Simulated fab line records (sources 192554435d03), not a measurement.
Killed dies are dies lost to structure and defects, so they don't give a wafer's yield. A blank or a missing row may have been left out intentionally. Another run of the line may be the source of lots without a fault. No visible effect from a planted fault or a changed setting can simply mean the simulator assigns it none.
fab line records	flow n5-finfet
record lots=9	wafers=27	last-day=18
route steps=1938 shown SD_EPI_N@274 SD_EPI_P@297 BEOL_M4@1111 PASSIVATION@1936
lots untouched by any fault: they come from a run of this same line in which no faults occurred
start-h: hours from the record's opening day to when the first of the lot's shown wafers began	wait-h: hours elapsed since this lot's preceding step	" unchanged from the row above	L1.1+2: one row covering several wafers at once	- either no value or no given start	* or withheld: withheld	< > ~ a bound
route shown NAME@n: NAME is a module with steps in the file, n the number in the route of the first one	usual: mean/standard deviation taken from wafers without a fault	same: alike in all rows	chamber/n: place in a boat	sites: readings site by site	_std_site: their standard deviation	_edge_site: inner sites' mean taken away from outer sites' mean	radius-mm: for every site, how far away it sits from the centre of the wafer	mask NAME#n: copy n	behind: the last tool/chamber to shape the wafer	hold: reason for holding the lot/hours on hold/outcome of the hold	device: which transistor (n, p or np) failed to switch	end of line: tests run on the same wafers once the route is complete	step lacking rows: just its recipe	killed: at the first sort, the dies lost to defects and structure; wafer yield is something else	map: the dies of a wafer, with x for killed, . for not killed, _ for no die there
set.NAME: the setting the step ran with; set.NAME@STEP: the setting that earlier step ran with	model.NAME: the simulator's own value behind a step, which no gauge read
route steps across a sampled set of lots; one table per step, one row per wafer
services: from which hour (start-h, from the record's first day; less than 0 if before it) a tool's chamber was out of use, for how many hours, and why
## steps
# step N5_SD_EPI_N_ETCH_34
# recipe chemistry=CF4	target=SiARC	target-depth-a=455	mask-material=CAR-ArF-block	time-s=75.8	ion-energy-ev=80	pressure-mtorr=40	source-w=545	bias-w=36	Ar_flow_sccm=100	cf4-flow-sccm=100	ends=cleared
# usual drypump-motor-current-A=5.7/0.42	etch-rf-on-time-s=75.2/1.9	oes-product-au=0.67/0.077	rf-vpp-V=184.4/1.1	showerhead-plenum-p-Torr=2.18/0.053	throttle-valve-pct=15.69/0.27
lot.wafer	tool	chamber	start-h	wait-h	drypump-motor-current-A	etch-rf-on-time-s	oes-product-au	rf-hours-counter-h	rf-vpp-V	showerhead-plenum-p-Torr	throttle-valve-pct
L226.2	rie-diel-06	2	70.10	0.0	5.6	76.0	0.61	208	185.3	2.21	15.85
L226.5	"	3	"	"	5.7	72.9	0.68	-	184.0	2.14	15.93
L226.6	"	0	"	"	5.1	76.2	0.70	-	185.3	2.25	15.56
L231.2	rie-diel-01	0	100.78	0.0	6.7	76.2	0.60	226	185.1	2.20	15.85
L231.4	"	3	"	"	5.5	75.4	0.62	195	184.2	2.13	15.73
L231.6	"	0	"	"	6.7	76.4	0.60	-	185.2	2.20	15.86
L233.3	rie-diel-03	1	110.02	0.0	6.0	76.2	0.79	13	182.6	2.11	15.46
L233.4	"	0	"	"	5.9	78.8	0.57	-	183.3	2.20	16.10
L233.5	"	3	"	"	5.8	73.9	0.62	-	182.9	2.11	15.64
L237.2	rie-diel-03	3	136.06	0.0	5.7	73.6	0.62	249	182.5	2.11	15.65
L237.3	"	1	"	"	6.0	75.3	0.77	25	183.2	2.10	15.50
L237.5	"	2	"	"	5.3	77.5	0.80	-	184.3	2.18	15.47
L238.1	rie-diel-06	0	145.82	0.0	5.1	77.3	0.68	122	185.0	2.24	15.61
L238.2	"	2	"	"	5.6	76.1	0.59	236	183.6	2.20	15.91
L238.4	"	3	"	"	5.7	72.9	0.66	167	184.5	2.13	15.97
L240.1	rie-diel-01	2	154.61	0.0	5.3	74.7	0.61	228	183.8	2.12	15.85
L240.3	"	0	"	"	6.7	77.8	0.58	246	186.1	2.19	15.90
L240.4	"	1	"	"	6.4	75.5	0.74	59	185.5	2.16	15.21
L242.2	rie-diel-03	1	162.62	0.0	6.0	74.5	0.75	38	183.7	2.10	15.54
L242.5	"	0	"	"	5.9	75.8	0.81	-	185.3	2.19	15.61
L242.6	"	2	"	"	5.3	78.1	0.76	-	184.4	2.18	15.51
L245.2	rie-diel-06	1	180.77	0.0	6.1	73.8	0.77	34	186.6	2.27	15.32
L245.3	"	3	"	"	5.7	71.8	0.66	177	183.1	2.13	16.01
L245.4	"	0	"	"	5.1	77.0	0.67	135	186.4	2.23	15.64
L246.1	rie-diel-06	0	186.52	0.0	5.1	77.4	0.68	138	184.1	2.23	15.64
L246.2	"	1	"	"	6.0	73.9	0.76	36	187.8	2.27	15.32
L246.6	"	0	"	"	5.1	76.8	0.67	-	185.2	2.23	15.65
# step N5_SD_EPI_N_SD_RECESS_17
# recipe chemistry=HBr/Cl2/O2	target-depth-a=410	mask-material=SOC	time-s=23.7	bt-time-s=3	pressure-mtorr=10	icp-w=800	bias-w=112	HBr_flow_sccm=150	Cl2_flow_sccm=80	O2_flow_sccm=12
# usual drypump-motor-current-A=5.6/0.6	oes-product-au=1.003/0.016	throttle-valve-pct=37.2/0.33
lot.wafer	tool	chamber	start-h	wait-h	drypump-motor-current-A	oes-product-au	rf-hours-counter-h	throttle-valve-pct
L226.2	rie-si-02	2	70.75	0.0	6.4	1.015	60	37.1
L226.5	"	3	"	"	6.0	1.010	-	37.5
L226.6	"	0	"	"	4.9	0.989	-	37.7
L231.2	rie-si-02	3	101.43	0.0	6.0	1.019	8	37.5
L231.4	"	2	"	"	6.4	1.021	60	37.1
L231.6	"	0	"	"	4.9	0.985	-	37.7
L233.3	rie-si-04	2	110.67	0.0	6.0	0.988	8	36.8
L233.4	"	0	"	"	6.4	0.970	3	36.9
L233.5	"	3	"	"	4.9	0.997	-	37.5
L237.2	rie-si-02	1	136.71	0.0	5.1	1.018	27	37.2
L237.3	"	2	"	"	6.4	1.008	61	37.1
L237.5	"	2	"	"	6.4	1.017	-	37.1
L238.1	rie-si-04	3	146.48	0.0	4.9	1.001	27	37.5
L238.2	"	0	"	"	6.5	0.969	3	36.9
L238.4	"	2	"	"	6.0	0.990	9	36.8
L240.1	rie-si-04	3	155.27	0.0	4.8	0.998	27	37.5
L240.3	"	0	"	"	6.5	0.972	4	36.9
L240.4	"	1	"	"	5.4	1.029	184	37.1
L242.2	rie-si-05	1	163.27	0.0	4.9	1.022	45	37.8
L242.5	"	0	"	"	4.9	1.015	-	36.9
L242.6	"	3	"	"	5.6	0.992	-	37.4
L245.2	rie-si-02	2	181.42	0.0	6.4	1.019	62	37.1
L245.3	"	3	"	"	6.0	1.012	9	37.4
L245.4	"	0	"	"	4.9	0.980	8	37.8
L246.1	rie-si-05	3	187.17	0.0	5.6	0.994	91	37.4
L246.2	"	0	"	"	4.9	1.014	38	36.9
L246.6	"	3	"	"	5.6	0.996	-	37.4
# step N5_SD_EPI_P_COAT_03
# recipe resist=CAR-ArF-block	spin-rpm=1500	resist-thk-nm=150
# usual resist-line-temp-C=23.01/0.1	spin-speed-rpm=1500.0/1
lot.wafer	tool	chamber	start-h	wait-h	resist-line-temp-C	spin-speed-rpm
L226.2	litho-track-02	0	75.25	-	23.14	1498.5
L226.5	"	0	"	"	22.91	1499.2
L226.6	"	0	"	"	23.14	1500.4
L231.2	litho-track-02	0	104.75	-	23.04	1231.3
L231.4	"	0	"	"	22.95	1230.9
L231.6	"	0	"	"	23.07	1230.0
L233.3	litho-track-02	0	114.28	-	22.78	1231.5
L233.4	"	0	"	"	22.91	1233.1
L233.5	"	0	"	"	22.93	1230.5
L237.2	litho-track-05	0	140.00	-	23.07	1500.3
L237.3	"	0	"	"	23.08	1501.8
L237.5	"	0	"	"	22.98	1499.7
L238.1	litho-track-05	0	149.86	-	22.87	1500.0
L238.2	"	0	"	"	23.12	1500.3
L238.4	"	0	"	"	23.01	1499.0
L240.1	litho-track-05	0	158.57	-	22.93	1498.8
L240.3	"	0	"	"	22.99	1500.2
L240.4	"	0	"	"	22.91	1500.0
L242.2	litho-track-05	0	167.38	-	22.88	1499.2
L242.5	"	0	"	"	22.89	1500.2
L242.6	"	0	"	"	22.91	1498.9
L245.2	litho-track-02	0	188.02	-	23.13	1500.5
L245.3	"	0	"	"	22.83	1500.5
L245.4	"	0	"	"	23.07	1500.9
L246.1	litho-track-03	0	190.97	-	22.99	1499.0
L246.2	"	0	"	"	22.78	1500.0
L246.6	"	0	"	"	22.87	1499.5
# step N5_SD_EPI_P_INSPECT_11
# recipe mode=adi	inspect-instrument=macro
# usual raw-defect-count=2.1/1.4
lot.wafer	tool	chamber	start-h	wait-h	raw-defect-count
L226.2	defect-inspect-01	-	75.54	0.0	5
L226.5	"	-	"	"	2
L226.6	"	-	"	"	4
L231.2	defect-inspect-01	-	105.17	0.0	3
L231.4	"	-	"	"	1
L231.6	"	-	"	"	4
L233.3	defect-inspect-02	-	114.57	0.0	3
L233.4	"	-	"	"	2
L233.5	"	-	"	"	1
L237.2	defect-inspect-01	-	140.29	0.0	1
L237.3	"	-	"	"	3
L237.5	"	-	"	"	0
L238.1	defect-inspect-01	-	150.28	0.0	2
L238.2	"	-	"	"	1
L238.4	"	-	"	"	2
L240.1	defect-inspect-01	-	158.99	0.0	2
L240.3	"	-	"	"	1
L240.4	"	-	"	"	2
L242.2	defect-inspect-02	-	167.80	0.0	3
L242.5	"	-	"	"	3
L242.6	"	-	"	"	3
L245.2	defect-inspect-01	-	188.43	0.0	3
L245.3	"	-	"	"	2
L245.4	"	-	"	"	4
L246.1	defect-inspect-02	-	191.39	0.0	5
L246.2	"	-	"	"	3
L246.6	"	-	"	"	1
# step N5_BEOL_M4_RC_MEAS_101
# usual DIBL_N=36.0/1.7	DIBL_P=36.0/2	IOFF_N=0.156/0.028	IOFF_P=0.21/0.04	ION_N=673/12	ION_P=463/8.3	SS_N=71.4/0.6	SS_P=73.3/0.66	VT_N=250/3	VT_P=-250/3.8
lot.wafer	tool	chamber	start-h	wait-h	DIBL_N[mV/V]	DIBL_P[mV/V]	IOFF_N[nA/um]	IOFF_P[nA/um]	ION_N[uA/um]	ION_P[uA/um]	SS_N[mV/dec]	SS_P[mV/dec]	VT_N[mV]	VT_P[mV]
L226.2	prober-02	0	179.55	0.5	36.9	36.3	0.167	0.18	677	461	71.3	73.6	250	-254
L226.5	"	0	"	"	36.9	35.9	0.153	0.18	660	448	71.9	73.7	255	-255
L226.6	"	0	"	"	34.7	34.3	0.123	0.16	672	457	70.7	72.6	254	-254
L231.2	prober-02	0	208.03	0.2	36.1	35.1	0.155	0.20	669	462	71.7	73.6	252	-251
L231.4	"	0	"	"	36.3	35.6	0.168	0.22	681	465	70.9	73.2	248	-247
L231.6	"	0	"	"	36.6	35.9	0.159	0.22	673	461	71.8	74.5	251	-250
L233.3	prober-02	0	227.16	0.3	32.3	32.4	0.112	0.19	658	462	70.2	72.7	254	-249
L233.4	"	0	"	"	34.6	35.4	0.156	0.23	682	467	71.0	73.5	250	-247
L233.5	"	0	"	"	34.7	35.3	0.142	0.22	660	459	71.6	73.2	252	-247
L237.2	prober-01	0	245.12	0.2	35.5	34.7	0.141	0.20	656	460	70.8	73.3	254	-251
L237.3	"	0	"	"	37.3	36.9	0.182	0.23	684	472	71.4	72.7	249	-248
L237.5	"	0	"	"	37.1	37.1	0.174	0.24	688	467	71.6	73.9	249	-248
L238.1	prober-02	0	254.02	0.0	38.0	39.2	0.202	0.22	691	464	72.0	74.4	245	-251
L238.2	"	0	"	"	36.2	36.7	0.174	0.19	681	458	71.3	73.9	248	-252
L238.4	"	0	"	"	33.9	34.5	0.133	0.16	667	457	70.4	73.4	251	-256
L240.1	prober-02	0	274.15	0.0	38.8	38.5	0.179	0.24	675	463	71.9	73.6	249	-250
L240.3	"	0	"	"	37.1	36.2	0.156	0.22	687	470	71.3	72.2	248	-248
L240.4	"	0	"	"	37.9	36.2	0.163	0.22	672	460	71.2	72.9	251	-249
L242.2	prober-02	0	289.62	0.2	34.4	34.3	0.118	0.18	667	462	70.8	72.6	256	-251
L242.5	"	0	"	"	35.9	36.0	0.145	0.21	662	456	71.1	73.1	250	-251
L242.6	"	0	"	"	34.5	33.9	0.125	0.18	662	463	71.1	72.5	252	-252
L245.2	prober-01	0	298.67	0.2	35.1	35.2	0.132	0.16	676	463	70.9	72.4	251	-254
L245.3	"	0	"	"	36.1	36.0	0.156	0.18	674	461	71.5	73.2	250	-256
L245.4	"	0	"	"	35.9	36.8	0.150	0.19	680	462	71.0	72.9	251	-253
L246.1	prober-02	0	312.58	0.0	36.8	37.8	0.184	0.23	694	471	71.0	73.2	246	-249
L246.2	"	0	"	"	36.1	37.0	0.167	0.21	684	464	71.1	72.9	248	-251
L246.6	"	0	"	"	36.3	36.7	0.166	0.21	680	459	71.8	73.4	247	-253
# step N5_PASSIVATION_PROBE_49
# usual defect-limited-yield=91.6/1.6	killed_at_M0_to_M3=31/10	killed_at_M4_up=14/6.3	killed-at-contacts=12/6.1	killed-at-front-end=39/12	killed-at-other=3.7/2.8	killed-dies=100/19	killed-open=66/14	killed-short=33/8.1	sort_bin_5_function=5.0/1.1	sort_bin_6_memory=3.2/0.66	sort-n-pass=1080/18	sort-yield-pct=91.6/1.6
# same gross-dies=1180	killed-at-back-side=0	sort_bin_4_leakage[%]=0	sort_bin_8_speed[%]=0
lot.wafer	tool	chamber	start-h	wait-h	defect-limited-yield[%]	killed_at_M0_to_M3	killed_at_M4_up	killed-at-contacts	killed-at-front-end	killed-at-other	killed-dies	killed-open	killed-short	sort_bin_5_function[%]	sort_bin_6_memory[%]	sort-n-pass	sort-yield-pct[%]
L226.2	prober-02	-	280.50	0.1	90.0	20	9	33	51	5	118	85	33	5.7	4.0	1062	90.0
L226.5	prober-02	-	280.65	0.2	94.3	34	10	3	17	3	67	37	30	3.2	2.4	1113	94.3
L226.6	prober-02	-	280.70	0.3	91.5	29	26	7	36	2	100	70	30	5.3	3.1	1080	91.5
L231.2	prober-01	-	314.25	0.1	92.9	29	20	13	21	1	84	55	24	3.6	3.4	1096	92.9
L231.4	prober-01	-	314.35	0.2	91.8	29	18	13	36	1	97	60	37	4.9	2.5	1083	91.8
L231.6	prober-01	-	314.45	0.3	91.3	34	12	17	38	2	103	69	33	4.8	3.6	1077	91.3
L233.3	prober-01	-	331.12	0.1	89.7	48	12	8	51	3	122	83	36	6.7	3.2	1058	89.7
L233.4	prober-01	-	331.17	0.2	91.7	33	12	11	37	5	98	50	44	5.5	2.5	1082	91.7
L233.5	prober-01	-	331.22	0.2	91.1	43	20	13	28	1	105	58	45	5.7	2.7	1075	91.1
L237.2	prober-02	-	347.35	0.1	92.6	24	25	2	33	3	87	54	33	4.1	3.1	1093	92.6
L237.3	prober-02	-	347.40	0.1	91.4	32	10	13	44	3	102	69	33	5.6	2.9	1078	91.4
L237.5	prober-02	-	347.50	0.2	92.9	12	25	8	38	1	84	59	25	4.2	2.8	1096	92.9
L238.1	prober-02	-	366.44	0.0	91.8	28	14	6	48	1	97	63	34	5.0	3.1	1083	91.8
L238.2	prober-02	-	366.49	0.1	91.4	36	9	7	47	2	101	64	37	5.5	2.8	1079	91.4
L238.4	prober-02	-	366.59	0.2	88.1	40	21	16	60	3	140	114	24	7.3	4.5	1040	88.1
L240.1	prober-02	-	376.70	0.0	88.2	46	16	21	52	4	139	92	45	7.1	4.0	1041	88.2
L240.3	prober-02	-	376.80	0.1	88.3	36	13	26	58	5	138	84	48	6.4	4.6	1042	88.3
L240.4	prober-02	-	376.85	0.2	88.3	27	22	11	74	4	138	88	46	7.3	4.1	1042	88.3
L242.2	prober-01	-	393.25	0.1	89.4	47	21	9	36	12	125	82	40	5.5	4.7	1055	89.4
L242.5	prober-01	-	393.40	0.2	93.1	19	13	8	40	1	81	54	22	3.9	2.5	1099	93.1
L242.6	prober-01	-	393.45	0.3	89.2	47	10	16	44	10	127	80	46	6.9	3.5	1053	89.2
L245.2	prober-01	-	399.74	0.1	92.3	26	8	20	25	12	91	57	33	4.2	3.3	1089	92.3
L245.3	prober-01	-	399.79	0.1	89.1	34	17	20	54	4	129	77	46	6.7	3.8	1051	89.1
L245.4	prober-01	-	399.84	0.2	92.1	24	13	16	28	12	93	62	28	5.0	2.5	1087	92.1
L246.1	prober-02	-	419.93	0.0	92.6	36	11	7	32	1	87	63	24	4.2	3.1	1093	92.6
L246.2	prober-02	-	419.98	0.1	90.7	26	19	9	48	8	110	72	36	5.7	3.4	1070	90.7
L246.6	prober-02	-	420.18	0.3	92.5	31	8	13	36	0	88	64	23	4.5	2.8	1092	92.5
# killed by level:class
L226.2 MOL_CONTACT_COAG:geometric-particle:open=27 STI_FIN_REVEAL:geometric-particle:open=17 FIN_SAQP:geometric-particle:open=11 BEOL_M2:geometric-particle:open=8 MOL_CONTACT_COAG:geometric-particle:short=6 STI_FIN_REVEAL:geometric-particle:short=4 BEOL_M0_SAQP:geometric-particle:short=4 BEOL_M0_SAQP:geometric-particle:open=4
L226.5 BEOL_M0_SAQP:geometric-particle:short=10 BEOL_M2:geometric-particle:open=8 BEOL_M4:geometric-particle:open=6 FIN_SAQP:geometric-particle:short=4 BEOL_M0_SAQP:geometric-particle:open=4 BEOL_M0:geometric-particle:open=4 BEOL_M0:geometric-particle:short=4 FIN_SAQP:geometric-particle:open=3
L226.6 BEOL_M4:geometric-particle:open=14 BEOL_M2:geometric-particle:open=12 STI_FIN_REVEAL:geometric-particle:open=10 BEOL_M4:geometric-particle:short=6 STI_FIN_REVEAL:geometric-particle:short=5 MOL_CONTACT_COAG:geometric-particle:open=5 BEOL_M3:geometric-particle:open=5 STARTING-WAFER:geometric-particle:short=5
L231.2 MOL_CONTACT_COAG:geometric-particle:open=9 BEOL_M0_SAQP:geometric-particle:open=8 BEOL_M0_SAQP:geometric-particle:short=6 FIN_SAQP:geometric-particle:open=5 BEOL_M4:geometric-particle:open=5 MOL_CONTACT_COAG:geometric-particle:short=4 STI_FIN_REVEAL:geometric-particle:open=3 BEOL_M2:geometric-particle:open=3
L231.4 FIN_SAQP:geometric-particle:short=12 MOL_CONTACT_COAG:geometric-particle:open=12 BEOL_M2:geometric-particle:open=9 BEOL_M0_SAQP:geometric-particle:short=7 BEOL_M0_SAQP:geometric-particle:open=6 BEOL_M5:geometric-particle:open=6 FIN_SAQP:geometric-particle:open=5 BEOL_M5:geometric-particle:short=5
L231.6 FIN_SAQP:geometric-particle:open=16 MOL_CONTACT_COAG:geometric-particle:open=15 BEOL_M2:geometric-particle:open=13 FIN_SAQP:geometric-particle:short=11 BEOL_M0_SAQP:geometric-particle:short=5 BEOL_M3:geometric-particle:open=5 BEOL_M0_SAQP:geometric-particle:open=4 BEOL_M5:geometric-particle:open=4
L233.3 BEOL_M0_SAQP:geometric-particle:open=15 FIN_SAQP:geometric-particle:short=13 BEOL_M3:geometric-particle:open=11 FIN_SAQP:geometric-particle:open=10 BEOL_M0_SAQP:geometric-particle:short=10 STI_FIN_REVEAL:geometric-particle:open=9 BEOL_M2:geometric-particle:open=8 MOL_CONTACT_COAG:geometric-particle:open=7
L233.4 FIN_SAQP:geometric-particle:short=12 BEOL_M0_SAQP:geometric-particle:short=12 FIN_SAQP:geometric-particle:open=8 MOL_CONTACT_COAG:geometric-particle:open=8 BEOL_M0_SAQP:geometric-particle:open=6 BEOL_M3:geometric-particle:open=4 STI_FIN_REVEAL:geometric-particle:open=3 DUMMY_GATE:geometric-particle:open=3
L233.5 BEOL_M0_SAQP:geometric-particle:short=17 MOL_CONTACT_COAG:geometric-particle:open=10 GATE_CUT:geometric-particle:short=8 BEOL_M0_SAQP:geometric-particle:open=7 BEOL_M3:geometric-particle:open=6 BEOL_M4:geometric-particle:open=6 STI_FIN_REVEAL:geometric-particle:open=5 BEOL_M1:geometric-particle:open=5
L237.2 BEOL_M4:geometric-particle:open=16 FIN_SAQP:geometric-particle:short=7 BEOL_M0_SAQP:geometric-particle:short=7 ILD0:geometric-particle:open=6 BEOL_M0_SAQP:geometric-particle:open=6 DUMMY_GATE:geometric-particle:open=4 BEOL_M1:geometric-particle:open=4 BEOL_M3:geometric-particle:open=4
L237.3 STI_FIN_REVEAL:geometric-particle:open=14 MOL_CONTACT_COAG:geometric-particle:open=11 BEOL_M0_SAQP:geometric-particle:open=10 BEOL_M0_SAQP:geometric-particle:short=7 BEOL_M3:geometric-particle:open=7 ILD0:geometric-particle:open=6 ILD0:geometric-particle:short=6 BEOL_M4:geometric-particle:open=6
L237.5 BEOL_M4:geometric-particle:open=12 FIN_SAQP:geometric-particle:open=11 ILD0:geometric-particle:short=7 MOL_CONTACT_COAG:geometric-particle:open=7 FIN_SAQP:geometric-particle:short=5 DUMMY_GATE:geometric-particle:open=4 BEOL_M2:geometric-particle:open=4 BEOL_M3:geometric-particle:open=4
L238.1 BEOL_M0_SAQP:geometric-particle:open=10 STI_FIN_REVEAL:geometric-particle:open=7 BEOL_M2:geometric-particle:open=7 FIN_SAQP:geometric-particle:open=5 FIN_SAQP:geometric-particle:short=5 DUMMY_GATE:geometric-particle:open=5 GATE_CUT:geometric-particle:short=5 MOL_CONTACT_COAG:geometric-particle:open=5
L238.2 FIN_SAQP:geometric-particle:open=12 STI_FIN_REVEAL:geometric-particle:open=8 BEOL_M0:geometric-particle:open=8 BEOL_M2:geometric-particle:open=8 FIN_SAQP:geometric-particle:short=7 BEOL_M0_SAQP:geometric-particle:short=7 MOL_CONTACT_COAG:geometric-particle:open=6 BEOL_M3:geometric-particle:open=5
L238.4 FIN_SAQP:geometric-particle:open=17 MOL_CONTACT_COAG:geometric-particle:open=14 BEOL_M3:geometric-particle:open=11 BEOL_M4:geometric-particle:open=11 STI_FIN_REVEAL:geometric-particle:open=10 GATE_CUT:geometric-particle:open=9 BEOL_M0:geometric-particle:open=7 BEOL_M1:geometric-particle:open=6
L240.1 FIN_SAQP:geometric-particle:open=19 MOL_CONTACT_COAG:geometric-particle:open=16 FIN_SAQP:geometric-particle:short=14 BEOL_M2:geometric-particle:open=13 BEOL_M0_SAQP:geometric-particle:short=11 BEOL_M0_SAQP:geometric-particle:open=9 BEOL_M4:geometric-particle:open=8 BEOL_M1:geometric-particle:open=7
L240.3 MOL_CONTACT_COAG:geometric-particle:open=23 FIN_SAQP:geometric-particle:short=17 FIN_SAQP:geometric-particle:open=9 BEOL_M2:geometric-particle:open=8 BEOL_M1:geometric-particle:open=7 STI_FIN_REVEAL:geometric-particle:open=7 GATE_CUT:geometric-particle:short=7 BEOL_M0:geometric-particle:open=7
L240.4 STI_FIN_REVEAL:geometric-particle:open=23 FIN_SAQP:geometric-particle:open=15 BEOL_M4:geometric-particle:open=12 FIN_SAQP:geometric-particle:short=11 MOL_CONTACT_COAG:geometric-particle:open=9 BEOL_M0_SAQP:geometric-particle:open=6 BEOL_M0_SAQP:geometric-particle:short=6 STI_FIN_REVEAL:geometric-particle:short=5
L242.2 BEOL_M0_SAQP:geometric-particle:short=15 BEOL_M0_SAQP:geometric-particle:open=14 STI_FIN_REVEAL:geometric-particle:open=9 MOL_CONTACT_COAG:geometric-particle:open=9 FIN_SAQP:geometric-particle:open=8 BEOL_M1:geometric-particle:open=7 BEOL_M4:geometric-particle:open=7 DUMMY_GATE:geometric-particle:open=5
L242.5 STI_FIN_REVEAL:geometric-particle:open=16 MOL_CONTACT_COAG:geometric-particle:open=7 BEOL_M0_SAQP:geometric-particle:short=7 BEOL_M1:geometric-particle:open=5 FIN_SAQP:geometric-particle:open=4 DUMMY_GATE:geometric-particle:open=4 GATE_CUT:geometric-particle:open=4 BEOL_M3:geometric-particle:open=4
L242.6 STI_FIN_REVEAL:geometric-particle:open=20 BEOL_M0_SAQP:geometric-particle:short=15 BEOL_M1:geometric-particle:open=15 MOL_CONTACT_COAG:geometric-particle:open=11 BEOL_M0_SAQP:geometric-particle:open=10 FIN_SAQP:geometric-particle:open=6 STI_FIN_REVEAL:geometric-particle:short=5 PAD_METAL:geometric-particle:short=5
L245.2 MOL_CONTACT_COAG:geometric-particle:open=14 BEOL_M0_SAQP:geometric-particle:short=8 MOL_CONTACT_COAG:geometric-particle:short=6 FIN_SAQP:geometric-particle:open=5 BEOL_M0_SAQP:geometric-particle:open=5 BEOL_M3:geometric-particle:open=5 STARTING-WAFER:geometric-particle:open=5 BEOL_M1:geometric-particle:open=4
L245.3 FIN_SAQP:geometric-particle:open=17 FIN_SAQP:geometric-particle:short=15 MOL_CONTACT_COAG:geometric-particle:open=13 BEOL_M1:geometric-particle:open=11 BEOL_M3:geometric-particle:open=8 MOL_CONTACT_COAG:geometric-particle:short=7 BEOL_M0_SAQP:geometric-particle:short=7 STI_FIN_REVEAL:geometric-particle:open=6
L245.4 MOL_CONTACT_COAG:geometric-particle:open=13 FIN_SAQP:geometric-particle:short=6 GATE_CUT:geometric-particle:open=6 BEOL_M0_SAQP:geometric-particle:open=6 BEOL_M3:geometric-particle:open=6 BEOL_M0_SAQP:geometric-particle:short=4 BEOL_M2:geometric-particle:open=4 BEOL_M4:geometric-particle:open=4
L246.1 BEOL_M3:geometric-particle:open=14 BEOL_M0_SAQP:geometric-particle:open=12 STI_FIN_REVEAL:geometric-particle:open=8 MOL_CONTACT_COAG:geometric-particle:open=7 GATE_CUT:geometric-particle:open=6 BEOL_M0_SAQP:geometric-particle:short=4 STARTING-WAFER:geometric-particle:open=4 STI_FIN_REVEAL:geometric-particle:short=3
L246.2 GATE_CUT:geometric-particle:short=13 STI_FIN_REVEAL:geometric-particle:open=12 BEOL_M2:geometric-particle:open=10 FIN_SAQP:geometric-particle:open=6 MOL_CONTACT_COAG:geometric-particle:open=6 BEOL_M4:geometric-particle:open=6 BEOL_M0_SAQP:geometric-particle:open=4 FIN_SAQP:geometric-particle:short=3
L246.6 BEOL_M3:geometric-particle:open=13 MOL_CONTACT_COAG:geometric-particle:open=11 FIN_SAQP:geometric-particle:open=8 BEOL_M0:geometric-particle:open=7 BEOL_M0_SAQP:geometric-particle:open=6 FIN_SAQP:geometric-particle:short=4 DUMMY_GATE:geometric-particle:open=4 STARTING-WAFER:geometric-particle:open=3
## services
tool	chamber	start-h	hours	kind
rie-diel-03	1	57.16	-	clean
rie-diel-03	1	57.16	-	consumable-replace:focus-ring
rie-diel-03	1	57.16	23.2	scheduled-down
rie-diel-06	1	62.37	-	clean
rie-diel-06	1	62.37	-	consumable-replace:focus-ring
rie-diel-06	1	62.37	-	consumable-replace:showerhead
rie-diel-06	1	62.37	18.6	scheduled-down
rie-diel-06	1	62.37	18.6	vent-cycle
litho-track-02	-	74.62	-	consumable-replace:filter
rie-diel-06	2	78.60	4.3	repair
rie-diel-01	3	80.46	4.2	repair
rie-si-05	1	85.21	22.8	repair
rie-diel-03	2	91.31	7.1	repair
rie-diel-03	-	111.30	2.4	repair
rie-si-05	2	131.94	12.4	repair
rie-diel-06	1	132.23	6.0	repair
rie-diel-06	0	133.63	5.5	repair
rie-diel-06	-	139.31	0.5	repair
rie-diel-06	3	155.87	5.8	repair
rie-si-05	2	181.15	15.4	repair
rie-diel-06	2	184.66	-	clean
rie-diel-06	2	184.66	-	consumable-replace:focus-ring
rie-diel-06	2	184.66	21.6	scheduled-down
rie-diel-06	2	184.66	21.6	vent-cycle
## key
first-sign step=N5_SD_EPI_P_COAT_03	reading=spin-speed-rpm	direction=down	sigmas=99+	usual=*	struck=*
effect none on later readings
met-at N5_SD_EPI_P_COAT_03
struck-lots L231,L233
not-acting-at N5_SD_EPI_N_ETCH_34,N5_SD_EPI_N_SD_RECESS_17,N5_SD_EPI_P_INSPECT_11
onset-between 75.25 104.75
fault kind=process-parameter-drift	tool=litho-track-02	chamber=-	onset-h=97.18	steps=N5_SD_EPI_P_COAT_03	channel=spin-rpm	offset=*	shape=step	end-h=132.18	acts-in=*	stated=*
